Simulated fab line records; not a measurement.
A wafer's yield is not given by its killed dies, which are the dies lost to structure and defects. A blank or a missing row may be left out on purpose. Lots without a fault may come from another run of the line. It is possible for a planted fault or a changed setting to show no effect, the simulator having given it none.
Which tool did it? -- flow n5 finfet -- 7 lots, 20 wafers sampled, at 3 steps of a route of 1938

== WHAT THE GAUGES READ, wafer by wafer ==
N5_BEOL_M15_OVL_MEAS_29.
lot,measured,on,M15_OVL (nm)
L216,day 12 21:03,overlay-01,-1 2 4
L219,day 13 13:40,overlay-02,- - -
L225,day 15 03:18,overlay-01,6 0 0
L226,day 15 17:55,overlay-02,5 9 4
L230,day 16 14:17,overlay-02,3 3
L227,day 16 15:26,overlay-01,-4 -1 -4
L235,day 17 14:58,overlay-02,6 4 4

== WHAT TOOL EACH LOT RAN ON (gives the tool, then ch and the chambers of the sampled wafers, and finally the start) ==
lot,N5_BEOL_M15_STRIP_63,N5_BEOL_M15_DEVELOP_27
L216,"rie diel-03 ch 0,1,3, day 12 20:55 or earlier","litho track-05 ch 0, day 12 20:55"
L219,"rie diel-04 ch 0,1,3, day 13 13:31 or earlier","litho track-05, day 13 13:31"
L225,"rie diel-04 ch 1,2,3, day 15 03:10 or earlier","litho track-04 ch 0, day 15 03:10"
L226,"rie diel-03 ch 1,2,3, day 15 17:47 or earlier","litho track-05 ch 0, day 15 17:47"
L230,"rie diel-04 ch 0,2, day 16 14:09 or earlier","litho track-02 ch 0, day 16 14:09"
L227,"rie diel-01 ch 1,2,3, day 16 15:17 or earlier","litho track-04 ch 0, day 16 15:17"
L235,"rie diel-04 ch 0,1,2, day 17 14:49 or earlier","litho track-02 ch 0, day 17 14:49"
- N5_BEOL_M15_STRIP_63: strips in O2.
- N5_BEOL_M15_DEVELOP_27: develop time 45 s.

== THE ANSWER, worked out from the rows above alone ==
Rule: usual is defined by the lots themselves. The widest of any qualifying gaps counts: lots, ordered by their means at a reading, are off when they make up no more than a third of the lots, leave a main group of 4 or more, and stand apart from it by 3 or more times the standard deviation of that group's means. A main group is skipped when, at the precision printed for the reading in the tables above, its means are all equal. A lot without any number at a reading at which 4 lots or more have one is off too. Any other lot the step has rows for is counted as sound.
Off: L219, at N5_BEOL_M15_OVL_MEAS_29 (M15_OVL). Without a number there: L219. The main group: mean 2 nm, standard deviation 2.8.
If a tool, at a process step before that reading, ran all the lots that are off and no sound lot after the first of them, it fits. Those tools and the gauges at N5_BEOL_M15_OVL_MEAS_29 are tried in the same way. N5_BEOL_M15_STRIP_63 gives no start for some lots, so the hours and the order of its lots are those of N5_BEOL_M15_DEVELOP_27. No candidate that was tried fits.

== WHAT THE SIMULATOR HAD PUT IN ==
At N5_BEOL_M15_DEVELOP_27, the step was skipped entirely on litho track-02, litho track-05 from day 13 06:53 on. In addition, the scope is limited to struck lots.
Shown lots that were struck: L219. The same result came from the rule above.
